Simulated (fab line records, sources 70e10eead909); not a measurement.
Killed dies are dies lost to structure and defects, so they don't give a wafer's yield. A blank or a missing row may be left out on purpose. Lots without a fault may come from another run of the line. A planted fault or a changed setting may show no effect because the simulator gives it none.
fab line records | flow nand_harc
record lots=5 wafers=15 last_day=34
route steps=1302 shown A_DECK1_JOINT@535 A_ONON_D2@545 A_CHANNEL_HOLE_D2@570
lots that met no fault: from a run of the same line without faults
start_h: hours from the record's first day to the start of the lot's first wafer shown | wait_h: hours since the lot's step before | " the same as in the row above | L1.1+2: a row that stands for several wafers | - no value, or no start given | * or withheld: withheld | < > ~ a bound
route shown NAME@n: a module of which the file shows steps, and the number in the route of the first | usual: mean/standard deviation of fault-free wafers | same: alike in all rows | chamber/n: place in a boat | sites: the reading at each site | _std_site: their standard deviation | _edge_site: outer sites' mean less inner sites' | radius_mm: how far each site lies from the wafer's centre | mask NAME#n: copy n | behind: the tool/chamber that last shaped the wafer | hold: why the lot was held/for how many hours/how that ended | device: the transistor (n, p or np) that didn't switch | end of line: the same wafers' tests at the end of the route | a step without rows: its recipe alone | killed: dies lost to structure and defects at the first sort, not the wafer's yield | map: a wafer's dies, x killed, . not, _ none there
set.NAME: the setting as run; set.NAME@STEP: as run at that earlier step | model.NAME: the simulator's own value behind a step, which no gauge read
lots at some steps of the route; a table a step, a row a wafer
services: from which hour (start_h, from the record's first day; less than 0 if before it) a tool's chamber was out of use, for how many hours, and why
## steps
# step NHARC_A_DECK1_JOINT_CURE_26
# recipe temp_c=150 time_s=32 pressure_atm=0.395
# same time_s=32
# columns lot.wafer tool chamber start_h wait_h
L082.3+6+5 fcvd-02 1,0,1 335.63 0.1
L083.1+3+6 fcvd-01 1,1,0 347.72 0.1
L090.2+3+5 fcvd-02 1 412.26 0.1
L092.2+3+4 fcvd-02 1,0,1 437.71 0.1
L097.1+3+4 fcvd-02 1,0,1 495.61 0.1
# step NHARC_A_DECK1_JOINT_ANNEAL_27
# recipe temp_c=400 time_s=3600 idle_temp_c=300 ramp_up_c_per_min=10 densification_p_h2o_torr=640
# usual tube_center_temp_C=400/0.033 zone_power_centre_pct=4.72/0.071
# same time_s=3600
# columns lot.wafer tool chamber start_h wait_h tube_center_temp_C zone_power_centre_pct
L082.3 furnace-02 0 339.53 3.9 400.07 4.86
L082.5 " 0 " " 399.96 4.91
L082.6 " 0 " " 399.97 4.91
L083.1 furnace-07 0 353.28 5.5 400.03 4.74
L083.3 " 0 " " 399.99 4.72
L083.6 " 0 " " 400.03 4.68
L090.2 furnace-08 0 414.98 2.7 399.98 4.67
L090.3 " 0 " " 399.95 4.74
L090.5 " 0 " " 400.01 4.72
L092.2 furnace-02 0 441.11 3.4 400.03 4.88
L092.3 " 0 " " 400 4.82
L092.4 " 0 " " 400.07 4.86
L097.1 furnace-08 0 502.68 7.1 400.02 4.64
L097.3 " 0 " " 399.99 4.71
L097.4 " 0 " " 399.98 4.66
# step NHARC_A_DECK1_JOINT_ANNEAL_28
# recipe temp_c=500 time_s=1800 idle_temp_c=400 ramp_up_c_per_min=10 densification_p_h2o_torr=640
# usual tube_center_temp_C=500/0.044 zone_power_centre_pct=6.51/0.1
# same time_s=1800
# columns lot.wafer tool chamber start_h wait_h tube_center_temp_C zone_power_centre_pct
L082.3 furnace-02 0 347.87 6.6 499.95 6.71
L082.5 " 0 " " 500.08 6.73
L082.6 " 0 " " 499.96 6.60
L083.1 furnace-07 0 364.46 9.4 500.04 6.58
L083.3 " 0 " " 500.02 6.47
L083.6 " 0 " " 499.98 6.44
L090.2 furnace-08 0 419.69 3.0 499.98 6.49
L090.3 " 0 " " 499.99 6.48
L090.5 " 0 " " 500.02 6.43
L092.2 furnace-02 0 447.37 4.5 500.03 6.63
L092.3 " 0 " " 500.02 6.71
L092.4 " 0 " " 500.03 6.61
L097.1 furnace-08 0 507.00 2.6 500.08 6.46
L097.3 " 0 " " 499.98 6.49
L097.4 " 0 " " 500.03 6.51
# step NHARC_A_DECK1_JOINT_ANNEAL_29
# recipe temp_c=750 time_s=1800 idle_temp_c=500 ramp_up_c_per_min=10 ramp_down_c_per_min=3
# usual tube_center_temp_C=750/0.072 zone_power_centre_pct=12.99/0.22
# same time_s=1800
# columns lot.wafer tool chamber start_h wait_h tube_center_temp_C zone_power_centre_pct
L082.3 furnace-02 0 359.82 11.3 750.01 13.59
L082.5 " 0 " " 750.01 13.49
L082.6 " 0 " " 749.89 13.41
L083.1 furnace-07 0 368.08 2.9 749.96 12.88
L083.3 " 0 " " 750.07 12.98
L083.6 " 0 " " 749.92 13.06
L090.2 furnace-08 0 425.63 5.3 749.99 12.82
L090.3 " 0 " " 750.03 12.78
L090.5 " 0 " " 750.09 12.88
L092.2 furnace-02 0 453.59 5.6 749.87 13.62
L092.3 " 0 " " 749.95 13.46
L092.4 " 0 " " 750.07 13.44
L097.1 furnace-08 0 510.23 2.6 750.04 12.69
L097.3 " 0 " " 750.02 12.78
L097.4 " 0 " " 749.87 12.76
# step NHARC_A_DECK1_JOINT_CMP_02
# recipe material=SiOx
# usual motor_current_A=11.8/1.1
# columns lot.wafer tool chamber start_h wait_h motor_current_A
L082.3 cmp-03 1 362.57 0.4 12.0
L082.6 " 2 " " 11.2
L082.5 " 3 " " 12.9
L083.3 cmp-03 3 370.82 0.4 12.8
L083.1 " 1 " " 11.3
L083.6 " 3 " " 12.9
L090.3 cmp-04 2 428.27 0.4 11.5
L090.2 " 3 " " 10.0
L090.5 " 3 " " 9.7
L092.3 cmp-01 1 456.24 0.4 13.3
L092.4 " 2 " " 12.3
L092.2 " 0 " " 12.7
L097.4 cmp-01 1 512.91 0.4 12.6
L097.1 " 2 " " 13.1
L097.3 " 0 " " 12.4
# step NHARC_A_DECK1_JOINT_SRD_15
# columns lot.wafer tool chamber start_h wait_h
L082.6+3+5 wet_bench-02 0,1,3 362.79 0.0
L083.6+3+1 wet_bench-01 6,1,3 371.09 0.0
L090.3+2+5 wet_bench-02 6,7,2 428.56 0.0
L092.4+2+3 wet_bench-02 4,7,0 456.54 0.0
L097.1+3+4 wet_bench-06 5,7,0 513.21 0.0
# step NHARC_A_DECK1_JOINT_DEP_16
# recipe target_thk_a=450 temp_c=400 pressure_torr=6.5 rf_w=900 teos_flow_sccm=161.4 flow_sccm=2650 target_thk_nm=45 gas=O2 material=SiO2
# usual heater_power_w=565/100 throttle_valve_pct=15.7/0.51
# columns lot.wafer tool chamber start_h wait_h heater_power_w throttle_valve_pct
L082.3 pecvd-03 1 362.91 0.1 443 16.0
L082.6 " 1 " " 444 15.7
L082.5 " 2 " " 630 15.6
L083.1 pecvd-04 2 371.21 0.1 575 16.8
L083.3 " 0 " " 520 14.9
L083.6 " 1 " " 626 15.9
L090.3 pecvd-02 1 428.68 0.1 740 15.5
L090.2 " 2 " " 494 16.2
L090.5 " 1 " " 725 15.3
L092.2 pecvd-03 2 456.66 0.1 635 15.3
L092.3 " 0 " " 514 16.3
L092.4 " 2 " " 618 15.5
L097.3 pecvd-03 2 513.30 0.1 574 15.4
L097.1 " 0 " " 523 16.3
L097.4 " 1 " " 406 15.6
# step NHARC_A_DECK1_JOINT_THK_MEAS_17
# recipe thk_meas_gauge=ellipsometry
# usual thk_nm=45.1/1.3
# columns lot.wafer tool chamber start_h wait_h thk_nm
L082.3 film_metro-02 - 363.16 0.2 45.0
L082.5 " - " " 45.7
L082.6 " - " " 45.6
L083.1 film_metro-02 - 371.47 0.2 44.0
L083.3 " - " " 44.5
L083.6 " - " " 44.4
L090.2 film_metro-01 - 428.96 0.2 45.2
L090.3 " - " " 45.8
L090.5 " - " " 43.9
L092.2 film_metro-02 - 456.95 0.3 43.4
L092.3 " - " " 44.0
L092.4 " - " " 45.6
L097.1 film_metro-02 - 513.58 0.2 43.2
L097.3 " - " " 45.0
L097.4 " - " " 44.8
# step NHARC_A_DECK1_JOINT_INSPECT_05
# usual raw_defect_count=334/110
# columns lot.wafer tool chamber start_h wait_h raw_defect_count
L082.3 defect_inspect-01 - 363.20 0.0 305
L082.5 " - " " 332
L082.6 " - " " 569
L083.1 defect_inspect-02 - 371.50 0.0 253
L083.3 " - " " 230
L083.6 " - " " 287
L090.2 defect_inspect-02 - 429.00 0.0 347
L090.3 " - " " 185
L090.5 " - " " 286
L092.2 defect_inspect-01 - 456.98 0.0 247
L092.3 " - " " 230
L092.4 " - " " 193
L097.1 defect_inspect-02 - 513.62 0.0 404
L097.3 " - " " 398
L097.4 " - " " 463
# step NHARC_A_ONON_D2_DEP_00
# recipe target_thk_a=10000 n2_flow_sccm=2750 n2o_flow_sccm=2000 nh3_flow_sccm=500 sih4_flow_sccm=210 temp_c=400
# columns lot.wafer tool chamber start_h wait_h
L082.3+5+6 pecvd_onon-04 0 363.38 0.2
L083.1+3+6 pecvd_onon-04 0 371.57 0.1
L090.2+3+5 pecvd_onon-03 0 429.12 0.1
L092.2+3+4 pecvd_onon-04 0 457.11 0.1
L097.1+3+4 pecvd_onon-04 0 513.68 0.1
# step NHARC_A_ONON_D2_THK_MEAS_02
# recipe thk_meas_gauge=ellipsometry
# usual thk_nm=1002/9.4
# columns lot.wafer tool chamber start_h wait_h thk_nm
L082.3 film_metro-02 - 363.78 - 1010
L082.5 " - " " 1010
L082.6 " - " " 1010
L083.1 film_metro-02 - 372.08 - 1002
L083.3 " - " " 1001
L083.6 " - " " 1002
L090.2 film_metro-01 - 429.58 - 1000
L090.3 " - " " 1000
L090.5 " - " " 1000
L092.2 film_metro-01 - 457.56 - 1021
L092.3 " - " " 1018
L092.4 " - " " 1019
L097.1 film_metro-01 - 514.19 - 1004
L097.3 " - " " 1003
L097.4 " - " " 1004
# step NHARC_A_ONON_D2_DEP_03
# recipe target_thk_a=10000 n2_flow_sccm=2750 n2o_flow_sccm=2000 nh3_flow_sccm=500 sih4_flow_sccm=210 temp_c=400
# columns lot.wafer tool chamber start_h wait_h
L082.3+5+6 pecvd_onon-03 0 363.95 0.2
L083.1+3+6 pecvd_onon-04 0 372.13 0.1
L090.2+3+5 pecvd_onon-04 0 429.69 0.1
L092.2+3+4 pecvd_onon-03 0 457.67 0.1
L097.1+3+4 pecvd_onon-01 0 514.25 0.1
# step NHARC_A_ONON_D2_THK_MEAS_05
# recipe thk_meas_gauge=ellipsometry
# usual thk_nm=1003/12
# columns lot.wafer tool chamber start_h wait_h thk_nm
L082.3 film_metro-02 - 364.34 - 1009
L082.5 " - " " 1009
L082.6 " - " " 1010
L083.1 film_metro-02 - 372.64 - 1010
L083.3 " - " " 1009
L083.6 " - " " 1010
L090.2 film_metro-01 - 430.14 - 1017
L090.3 " - " " 1015
L090.5 " - " " 1014
L092.2 film_metro-01 - 458.13 - 1011
L092.3 " - " " 1009
L092.4 " - " " 1010
L097.1 film_metro-01 - 514.76 - 1028
L097.3 " - " " 1028
L097.4 " - " " 1028
# step NHARC_A_ONON_D2_DEP_06
# recipe target_thk_a=10000 n2_flow_sccm=2750 n2o_flow_sccm=2000 nh3_flow_sccm=500 sih4_flow_sccm=210 temp_c=400
# columns lot.wafer tool chamber start_h wait_h
L082.3+5+6 pecvd_onon-04 0 364.51 0.2
L083.1+3+6 pecvd_onon-04 0 372.70 0.1
L090.2+3+5 pecvd_onon-01 0 430.25 0.1
L092.2+3+4 pecvd_onon-04 0 458.24 0.1
L097.1+3+4 pecvd_onon-03 0 514.82 0.1
# step NHARC_A_ONON_D2_THK_MEAS_08
# recipe thk_meas_gauge=ellipsometry
# usual thk_nm=997/12
# columns lot.wafer tool chamber start_h wait_h thk_nm
L082.3 film_metro-02 - 364.91 - 1002
L082.5 " - " " 1001
L082.6 " - " " 1001
L083.1 film_metro-01 - 373.21 - 987
L083.3 " - " " 987
L083.6 " - " " 987
L090.2 film_metro-02 - 430.71 - 1008
L090.3 " - " " 1009
L090.5 " - " " 1011
L092.2 film_metro-02 - 458.69 - 1007
L092.3 " - " " 1008
L092.4 " - " " 1009
L097.1 film_metro-02 - 515.33 - 995
L097.3 " - " " 992
L097.4 " - " " 991
# step NHARC_A_ONON_D2_DEP_09
# recipe target_thk_a=10000 n2_flow_sccm=2750 n2o_flow_sccm=2000 nh3_flow_sccm=500 sih4_flow_sccm=210 temp_c=400
# columns lot.wafer tool chamber start_h wait_h
L082.3+5+6 pecvd_onon-03 0 365.08 0.2
L083.1+3+6 pecvd_onon-04 0 373.27 0.1
L090.2+3+5 pecvd_onon-04 0 431.00 0.3
L092.2+3+4 pecvd_onon-03 0 458.81 0.1
L097.1+3+4 pecvd_onon-04 0 515.38 0.1
# step NHARC_A_ONON_D2_THK_MEAS_11
# recipe thk_meas_gauge=ellipsometry
# usual thk_nm=1001/10
# columns lot.wafer tool chamber start_h wait_h thk_nm
L082.3 film_metro-02 - 365.47 - 1017
L082.5 " - " " 1016
L082.6 " - " " 1016
L083.1 film_metro-02 - 373.78 - 1005
L083.3 " - " " 1004
L083.6 " - " " 1004
L090.2 film_metro-01 - 431.45 - 994
L090.3 " - " " 993
L090.5 " - " " 995
L092.2 film_metro-02 - 459.26 - 1023
L092.3 " - " " 1023
L092.4 " - " " 1024
L097.1 film_metro-02 - 515.90 - 1005
L097.3 " - " " 1005
L097.4 " - " " 1004
# step NHARC_A_ONON_D2_DEP_12
# recipe target_thk_a=10000 n2_flow_sccm=2750 n2o_flow_sccm=2000 nh3_flow_sccm=500 sih4_flow_sccm=210 temp_c=400
# columns lot.wafer tool chamber start_h wait_h
L082.3+5+6 pecvd_onon-04 0 365.65 0.2
L083.1+3+6 pecvd_onon-04 0 373.83 0.1
L090.2+3+5 pecvd_onon-01 0 431.57 0.1
L092.2+3+4 pecvd_onon-03 0 459.37 0.1
L097.1+3+4 pecvd_onon-01 0 515.96 0.1
# step NHARC_A_ONON_D2_THK_MEAS_14
# recipe thk_meas_gauge=ellipsometry
# usual thk_nm=1001/10
# columns lot.wafer tool chamber start_h wait_h thk_nm
L082.3 film_metro-02 - 366.04 - 1001
L082.5 " - " " 999
L082.6 " - " " 1002
L083.1 film_metro-01 - 374.35 - 1007
L083.3 " - " " 1006
L083.6 " - " " 1009
L090.2 film_metro-02 - 432.02 - 995
L090.3 " - " " 995
L090.5 " - " " 997
L092.2 film_metro-01 - 459.82 - 1013
L092.3 " - " " 1015
L092.4 " - " " 1014
L097.1 film_metro-01 - 516.47 - 983
L097.3 " - " " 982
L097.4 " - " " 984
# step NHARC_A_ONON_D2_ANNEAL_15
# recipe temp_c=750 time_s=3600
# usual tube_center_temp_C=750/0.062 zone_power_centre_pct=12.8/0.87
# same time_s=3600
# columns lot.wafer tool chamber start_h wait_h tube_center_temp_C zone_power_centre_pct
L082.3 furnace-06 0 369.72 3.7 749.99 11.8
L082.5 " 0 " " 750.13 11.9
L082.6 " 0 " " 750.04 11.9
L083.1 furnace-03 0 378.42 4.1 749.86 15.1
L083.3 " 0 " " 749.94 14.6
L083.6 " 0 " " 749.97 15.0
L090.2 furnace-01 0 434.84 2.8 749.93 13.0
L090.3 " 0 " " 750.05 12.7
L090.5 " 0 " " 750.01 12.7
L092.2 furnace-01 0 463.45 3.6 750.05 12.9
L092.3 " 0 " " 750.1 12.5
L092.4 " 0 " " 749.95 12.9
L097.1 furnace-01 0 519.49 3.0 750 12.7
L097.3 " 0 " " 749.95 12.5
L097.4 " 0 " " 749.97 12.6
# step NHARC_A_ONON_D2_DEP_16
# recipe target_thk_a=10000 n2_flow_sccm=2750 n2o_flow_sccm=2000 nh3_flow_sccm=500 sih4_flow_sccm=210 temp_c=400
# columns lot.wafer tool chamber start_h wait_h
L082.3+5+6 pecvd_onon-03 0 373.67 0.5
L083.1+3+6 pecvd_onon-01 0 382.24 0.4
L090.2+3+5 pecvd_onon-01 0 438.68 0.4
L092.2+3+4 pecvd_onon-01 0 467.35 0.4
L097.1+3+4 pecvd_onon-04 0 523.31 0.4
# step NHARC_A_ONON_D2_THK_MEAS_18
# recipe thk_meas_gauge=ellipsometry
# usual thk_nm=998/10
# columns lot.wafer tool chamber start_h wait_h thk_nm
L082.3 film_metro-01 - 374.07 - 982
L082.5 " - " " 984
L082.6 " - " " 982
L083.1 film_metro-01 - 382.75 - 997
L083.3 " - " " 999
L083.6 " - " " 999
L090.2 film_metro-01 - 439.13 - 998
L090.3 " - " " 998
L090.5 " - " " 998
L092.2 film_metro-02 - 467.81 - 1008
L092.3 " - " " 1006
L092.4 " - " " 1009
L097.1 film_metro-02 - 523.82 - 996
L097.3 " - " " 995
L097.4 " - " " 997
# step NHARC_A_ONON_D2_DEP_19
# recipe target_thk_a=10000 n2_flow_sccm=2750 n2o_flow_sccm=2000 nh3_flow_sccm=500 sih4_flow_sccm=210 temp_c=400
# columns lot.wafer tool chamber start_h wait_h
L082.3+5+6 pecvd_onon-03 0 374.24 0.2
L083.1+3+6 pecvd_onon-03 0 382.80 0.1
L090.2+3+5 pecvd_onon-03 0 439.24 0.1
L092.2+3+4 pecvd_onon-01 0 467.92 0.1
L097.1+3+4 pecvd_onon-01 0 523.87 0.1
# step NHARC_A_ONON_D2_THK_MEAS_21
# recipe thk_meas_gauge=ellipsometry
# usual thk_nm=999/10
# columns lot.wafer tool chamber start_h wait_h thk_nm
L082.3 film_metro-01 - 374.63 - 999
L082.5 " - " " 1002
L082.6 " - " " 1001
L083.1 film_metro-01 - 383.31 - 1014
L083.3 " - " " 1013
L083.6 " - " " 1014
L090.2 film_metro-02 - 439.69 - 993
L090.3 " - " " 995
L090.5 " - " " 993
L092.2 film_metro-02 - 468.38 - 1000
L092.3 " - " " 1000
L092.4 " - " " 998
L097.1 film_metro-01 - 524.39 - 1018
L097.3 " - " " 1016
L097.4 " - " " 1019
# step NHARC_A_ONON_D2_DEP_22
# recipe target_thk_a=10000 n2_flow_sccm=2750 n2o_flow_sccm=2000 nh3_flow_sccm=500 sih4_flow_sccm=210 temp_c=400
# columns lot.wafer tool chamber start_h wait_h
L082.3+5+6 pecvd_onon-04 0 374.81 0.2
L083.1+3+6 pecvd_onon-04 0 383.37 0.1
L090.2+3+5 pecvd_onon-04 0 439.80 0.1
L092.2+3+4 pecvd_onon-03 0 468.80 0.4
L097.1+3+4 pecvd_onon-03 0 524.44 0.1
# step NHARC_A_ONON_D2_THK_MEAS_24
# recipe thk_meas_gauge=ellipsometry
# usual thk_nm=1002/11
# columns lot.wafer tool chamber start_h wait_h thk_nm
L082.3 film_metro-01 - 375.20 - 1006
L082.5 " - " " 1005
L082.6 " - " " 1007
L083.1 film_metro-01 - 383.88 - 1013
L083.3 " - " " 1012
L083.6 " - " " 1013
L090.2 film_metro-02 - 440.26 - 989
L090.3 " - " " 992
L090.5 " - " " 989
L092.2 film_metro-02 - 469.26 - 1007
L092.3 " - " " 1007
L092.4 " - " " 1005
L097.1 film_metro-02 - 524.95 - 1017
L097.3 " - " " 1016
L097.4 " - " " 1016
# step NHARC_A_ONON_D2_DEP_25
# recipe target_thk_a=10000 n2_flow_sccm=2750 n2o_flow_sccm=2000 nh3_flow_sccm=500 sih4_flow_sccm=210 temp_c=400
# columns lot.wafer tool chamber start_h wait_h
L082.3+5+6 pecvd_onon-03 0 375.37 0.2
L083.1+3+6 pecvd_onon-01 0 383.94 0.1
L090.2+3+5 pecvd_onon-03 0 440.37 0.1
L092.2+3+4 pecvd_onon-01 0 469.38 0.1
L097.1+3+4 pecvd_onon-04 0 525.01 0.1
# step NHARC_A_ONON_D2_THK_MEAS_27
# recipe thk_meas_gauge=ellipsometry
# usual thk_nm=1003/8.8
# columns lot.wafer tool chamber start_h wait_h thk_nm
L082.3 film_metro-01 - 375.76 - 1016
L082.5 " - " " 1016
L082.6 " - " " 1016
L083.1 film_metro-01 - 384.45 - 1004
L083.3 " - " " 1005
L083.6 " - " " 1003
L090.2 film_metro-01 - 440.82 - 1010
L090.3 " - " " 1010
L090.5 " - " " 1013
L092.2 film_metro-01 - 469.83 - 990
L092.3 " - " " 991
L092.4 " - " " 990
L097.1 film_metro-01 - 525.51 - 1005
L097.3 " - " " 1006
L097.4 " - " " 1004
# step NHARC_A_ONON_D2_DEP_28
# recipe target_thk_a=10000 n2_flow_sccm=2750 n2o_flow_sccm=2000 nh3_flow_sccm=500 sih4_flow_sccm=210 temp_c=400
# columns lot.wafer tool chamber start_h wait_h
L082.3+5+6 pecvd_onon-01 0 375.94 0.2
L083.1+3+6 pecvd_onon-01 0 384.51 0.1
L090.2+3+5 pecvd_onon-01 0 440.94 0.1
L092.2+3+4 pecvd_onon-03 0 469.95 0.1
L097.1+3+4 pecvd_onon-01 0 525.57 0.1
# step NHARC_A_ONON_D2_THK_MEAS_30
# recipe thk_meas_gauge=ellipsometry
# usual thk_nm=1001/10
# columns lot.wafer tool chamber start_h wait_h thk_nm
L082.3 film_metro-01 - 376.33 - 1002
L082.5 " - " " 1004
L082.6 " - " " 1003
L083.1 film_metro-01 - 385.02 - 998
L083.3 " - " " 1001
L083.6 " - " " 1000
L090.2 film_metro-02 - 441.39 - 1003
L090.3 " - " " 1004
L090.5 " - " " 1005
L092.2 film_metro-01 - 470.40 - 996
L092.3 " - " " 998
L092.4 " - " " 998
L097.1 film_metro-02 - 526.11 - 1013
L097.3 " - " " 1014
L097.4 " - " " 1015
# step NHARC_A_ONON_D2_DEP_33
# recipe target_thk_a=2000 temp_c=400 pressure_torr=6.5 rf_w=900 teos_flow_sccm=161.4 flow_sccm=2650 target_thk_nm=200 gas=O2 material=SiO2
# usual heater_power_w=565/76 throttle_valve_pct=15.8/0.37
# columns lot.wafer tool chamber start_h wait_h heater_power_w throttle_valve_pct
L082.3 pecvd-01 0 376.57 0.2 620 15.7
L082.5 " 1 " " 616 16.1
L082.6 " 2 " " 569 15.8
L083.3 pecvd-01 0 385.19 0.2 569 15.8
L083.1 " 1 " " 526 16.0
L083.6 " 0 " " 580 15.8
L090.2 pecvd-01 0 441.69 0.3 566 16.1
L090.3 " 0 " " 571 15.8
L090.5 " 0 " " 576 16.0
L092.3 pecvd-01 0 470.71 0.3 534 15.9
L092.2 " 1 " " 505 16.0
L092.4 " 1 " " 517 16.0
L097.1 pecvd-02 2 526.16 0.1 573 16.6
L097.3 " 1 " " 619 15.8
L097.4 " 2 " " 591 16.8
# step NHARC_A_ONON_D2_THK_MEAS_34
# recipe thk_meas_gauge=ellipsometry
# usual thk_nm=201/3.1
# columns lot.wafer tool chamber start_h wait_h thk_nm
L082.3 film_metro-01 - 376.98 - 199
L082.5 " - " " 207
L082.6 " - " " 203
L083.1 film_metro-01 - 385.56 - 202
L083.3 " - " " 196
L083.6 " - " " 200
L090.2 film_metro-01 - 442.25 0.5 201
L090.3 " - " " 200
L090.5 " - " " 202
L092.2 film_metro-02 - 471.08 - 201
L092.3 " - " " 200
L092.4 " - " " 204
L097.1 film_metro-01 - 526.60 - 200
L097.3 " - " " 200
L097.4 " - " " 203
# step NHARC_A_ONON_D2_INSPECT_32
# usual raw_defect_count=420/140
# columns lot.wafer tool chamber start_h wait_h raw_defect_count
L082.3 defect_inspect-02 - 377.04 0.0 405
L082.5 " - " " 431
L082.6 " - " " 728
L083.1 defect_inspect-02 - 385.63 0.0 337
L083.3 " - " " 285
L083.6 " - " " 364
L090.2 defect_inspect-01 - 442.33 0.0 412
L090.3 " - " " 234
L090.5 " - " " 341
L092.2 defect_inspect-01 - 471.17 0.0 311
L092.3 " - " " 295
L092.4 " - " " 231
L097.1 defect_inspect-02 - 526.69 0.0 540
L097.3 " - " " 514
L097.4 " - " " 557
# step NHARC_A_CHANNEL_HOLE_D2_DEP_00
# recipe target_thk_a=31000 temp_c=400 material=aC
# usual throttle_valve_pct=35.001/0.0089
# columns lot.wafer tool chamber start_h wait_h throttle_valve_pct
L082.3 acl_dep-02 0 381.18 4.1 34.998
L082.5 " 0 " " 34.999
L082.6 " 0 " " 35.008
L083.1 acl_dep-03 0 385.69 0.1 35.013
L083.3 " 0 " " 35.004
L083.6 " 0 " " 34.996
L090.2 acl_dep-03 0 443.26 0.9 35.015
L090.3 " 0 " " 35.007
L090.5 " 0 " " 35.010
L092.2 acl_dep-03 0 472.21 1.0 34.995
L092.3 " 0 " " 35.009
L092.4 " 0 " " 35.021
L097.1 acl_dep-02 0 526.76 0.1 35.002
L097.3 " 0 " " 34.997
L097.4 " 0 " " 35.008
# step NHARC_A_CHANNEL_HOLE_D2_DEP_01
# recipe target_thk_a=1400 target_thk_nm=140 temp_c=400 pressure_torr=3.5 flow_sccm=200 rf_w=350 material=SiON
# usual heater_power_w=792/98
# columns lot.wafer tool chamber start_h wait_h heater_power_w
L082.3 pecvd-01 0 382.53 1.0 779
L082.5 " 2 " " 729
L082.6 " 0 " " 775
L083.1 pecvd-01 0 387.61 1.6 701
L083.3 " 1 " " 736
L083.6 " 1 " " 727
L090.3 pecvd-04 1 444.89 1.0 924
L090.2 " 2 " " 939
L090.5 " 1 " " 912
L092.2 pecvd-04 0 473.82 1.3 831
L092.3 " 1 " " 858
L092.4 " 1 " " 858
L097.1 pecvd-04 2 528.68 1.6 912
L097.4 " 2 " " 924
L097.3 " 0 " " 721
# step NHARC_A_CHANNEL_HOLE_D2_DEHYDRATE_02
# recipe temp_c=150 time_s=120
# same time_s=120
# columns lot.wafer tool chamber start_h wait_h
L082.3+5+6 litho_track-06 0 382.74 0.2
L083.1+3+6 litho_track-06 0 387.85 0.2
L090.2+3+5 litho_track-06 0 445.13 0.2
L092.2+3+4 litho_track-01 0 474.06 0.2
L097.1+3+4 litho_track-04 0 529.04 0.3
# step NHARC_A_CHANNEL_HOLE_D2_HMDS_03
# recipe time_s=30
# same time_s=30
# columns lot.wafer tool chamber start_h wait_h
L082.3+5+6 litho_track-06 0 - -
L083.1+3+6 litho_track-06 0 - -
L090.2+3+5 litho_track-06 0 - -
L092.2+3+4 litho_track-01 0 - -
L097.1+3+4 litho_track-04 0 - -
# step NHARC_A_CHANNEL_HOLE_D2_COAT_36
# recipe temp_c=260 time_s=75
# same time_s=75
# columns lot.wafer tool chamber start_h wait_h
L082.3+5+6 litho_track-06 0 - -
L083.1+3+6 litho_track-06 0 - -
L090.2+3+5 litho_track-06 0 - -
L092.2+3+4 litho_track-01 0 - -
L097.1+3+4 litho_track-04 0 - -
# step NHARC_A_CHANNEL_HOLE_D2_COAT_37
# recipe temp_c=225 time_s=65
# same time_s=65
# columns lot.wafer tool chamber start_h wait_h
L082.3+5+6 litho_track-06 0 - -
L083.1+3+6 litho_track-06 0 - -
L090.2+3+5 litho_track-06 0 - -
L092.2+3+4 litho_track-01 0 - -
L097.1+3+4 litho_track-04 0 - -
# step NHARC_A_CHANNEL_HOLE_D2_COAT_04
# recipe spin_rpm=1500 resist_thk_nm=90
# columns lot.wafer tool chamber start_h wait_h
L082.3+5+6 litho_track-06 0 - -
L083.1+3+6 litho_track-06 0 - -
L090.2+3+5 litho_track-06 0 - -
L092.2+3+4 litho_track-01 0 - -
L097.1+3+4 litho_track-04 0 - -
# step NHARC_A_CHANNEL_HOLE_D2_SOFTBAKE_05
# recipe temp_c=105 time_s=55
# same time_s=55
# columns lot.wafer tool chamber start_h wait_h
L082.3+5+6 litho_track-06 0 - -
L083.1+3+6 litho_track-06 0 - -
L090.2+3+5 litho_track-06 0 - -
L092.2+3+4 litho_track-01 0 - -
L097.1+3+4 litho_track-04 0 - -
# step NHARC_A_CHANNEL_HOLE_D2_EBR_06
# columns lot.wafer tool chamber start_h wait_h
L082.3+5+6 litho_track-06 0 - -
L083.1+3+6 litho_track-06 0 - -
L090.2+3+5 litho_track-06 0 - -
L092.2+3+4 litho_track-01 0 - -
L097.1+3+4 litho_track-04 0 - -
# step NHARC_A_CHANNEL_HOLE_D2_EXPOSE_07
# recipe na=1.35 target_cd_nm=100 sigma_outer=0.3 dose_mj=59.65 mask_id=HOLE_D2
# usual focus_offset_nm=0.1/0.47 stage_vel_mm_s=500.02/0.25
# same na=1.35
# columns lot.wafer tool chamber start_h wait_h mask focus_offset_nm stage_vel_mm_s
L082.3 arfi_scanner-02 0 383.06 - HOLE_D2#0 0.0 500.04
L082.5 " 0 " " HOLE_D2#0 -0.6 499.98
L082.6 " 0 " " HOLE_D2#0 0.0 500.23
L083.1 arfi_scanner-02 0 388.04 - HOLE_D2#0 -0.5 499.96
L083.3 " 0 " " HOLE_D2#0 0.2 500.02
L083.6 " 0 " " HOLE_D2#0 -0.6 500.02
L090.2 arfi_scanner-02 0 445.45 - HOLE_D2#0 0.0 500.22
L090.3 " 0 " " HOLE_D2#0 -0.3 500.23
L090.5 " 0 " " HOLE_D2#0 1.1 499.93
L092.2 arfi_scanner-01 0 474.38 - HOLE_D2#0 0.5 499.84
L092.3 " 0 " " HOLE_D2#0 1.1 500.13
L092.4 " 0 " " HOLE_D2#0 1.0 499.95
L097.1 arfi_scanner-02 0 529.35 - HOLE_D2#0 -0.4 499.95
L097.3 " 0 " " HOLE_D2#0 0.5 499.66
L097.4 " 0 " " HOLE_D2#0 0.4 500.01
# step NHARC_A_CHANNEL_HOLE_D2_PEB_08
# recipe peb_temp_c=100 peb_time_s=65
# columns lot.wafer tool chamber start_h wait_h
L082.3+5+6 litho_track-06 0 383.12 0.0
L083.1+3+6 litho_track-04 0 388.10 0.1
L090.2+3+5 litho_track-04 0 445.50 0.1
L092.2+3+4 litho_track-04 0 474.43 0.1
L097.1+3+4 litho_track-01 0 529.41 0.1
## services
# columns tool chamber start_h hours kind
arfi_scanner-02 - 312.00 4.0 pm
arfi_scanner-02 - 320.49 3.6 repair
pecvd-04 1 328.12 6.0 repair
litho_track-01 - 330.00 7.0 pm
fcvd-02 1 339.14 9.1 repair
fcvd-02 0 346.47 12.4 repair
litho_track-06 - 354.00 7.0 pm
fcvd-02 1 355.29 3.5 repair
litho_track-04 - 378.00 7.0 pm
arfi_scanner-02 - 388.38 0.5 repair
arfi_scanner-02 - 393.74 0.5 repair
pecvd_onon-03 - 408.00 13.0 pm
pecvd-04 0 411.18 3.9 repair
arfi_scanner-02 - 413.64 0.7 repair
pecvd-01 2 428.83 19.4 repair
fcvd-02 - 450.00 13.0 pm
pecvd_onon-01 - 450.01 13.0 pm
pecvd-04 - 450.35 13.0 pm
pecvd_onon-04 - 466.04 4.1 repair
furnace-08 - 476.68 26.0 pm
pecvd_onon-04 - 492.00 13.0 pm
pecvd-01 - 492.45 13.0 pm
litho_track-01 - 505.00 7.0 pm
litho_track-06 - 529.00 7.0 pm
## key
fault none
